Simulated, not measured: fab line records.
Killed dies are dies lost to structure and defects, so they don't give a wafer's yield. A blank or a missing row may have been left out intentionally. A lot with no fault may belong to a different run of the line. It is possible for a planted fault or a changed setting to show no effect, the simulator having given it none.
Matching of chambers || flow nand harc || NHARC_P_GATE_ALD_36 on ald sin-04 has 4 sister chambers
The step deposits SiNx, target thk 20 nm, pulse time 60 s, ald cycles 223. 4 wafers are shown with their chamber, then 8 later ones without.

## WAFERS, EACH WITH ITS CHAMBER
{"wafer": "L081.5", "chamber": 0, "heater power w (W)": 864}
{"wafer": "L084.6", "chamber": 1, "heater power w (W)": 862}
{"wafer": "L084.5", "chamber": 2, "heater power w (W)": 773}
{"wafer": "L087.1", "chamber": 3, "heater power w (W)": 902}

## WAFERS WITH NO CHAMBER GIVEN
{"wafer": "L087.3", "heater power w (W)": 857}
{"wafer": "L087.6", "heater power w (W)": 878}
{"wafer": "L092.3", "heater power w (W)": 763}
{"wafer": "L092.5", "heater power w (W)": 885}
{"wafer": "L092.6", "heater power w (W)": 748}
{"wafer": "L095.3", "heater power w (W)": 833}
{"wafer": "L095.2", "heater power w (W)": 832}
{"wafer": "L095.5", "heater power w (W)": 836}

## WHICH CHAMBER EACH WENT THROUGH
{"wafer": "L087.3", "from the rows above": "can't be placed: 1 or 0 or 3", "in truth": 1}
{"wafer": "L087.6", "from the rows above": "can't be placed: 0 or 1 or 3", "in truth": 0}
{"wafer": "L092.3", "from the rows above": 2, "in truth": 2}
{"wafer": "L092.5", "from the rows above": "can't be placed: 3 or 0 or 1", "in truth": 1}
{"wafer": "L092.6", "from the rows above": 2, "in truth": 2}
{"wafer": "L095.3", "from the rows above": "can't be placed: 1 or 0 or 2 or 3", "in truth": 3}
{"wafer": "L095.2", "from the rows above": "can't be placed: 1 or 0 or 2 or 3", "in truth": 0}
{"wafer": "L095.5", "from the rows above": "can't be placed: 1 or 0 or 2 or 3", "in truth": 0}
2 of 8 placed correctly. These rows do not allow placing 6 (true chamber among the candidates in 6). Number placed wrongly: 0.
How it was worked out, from the rows above alone: a wafer's distance from a chamber is the root of the sum, over the readings, of the square of ((its reading less the chamber's mean) divided by the reading's scatter). The wafer belongs to the nearest chamber; if the next one is less than 2 further off, it can't be placed. The mean given for a chamber averages the wafers shown for that chamber. The scatter: root of mean squared gap, hidden wafer to nearest shown wafer, with one shown wafer a chamber.
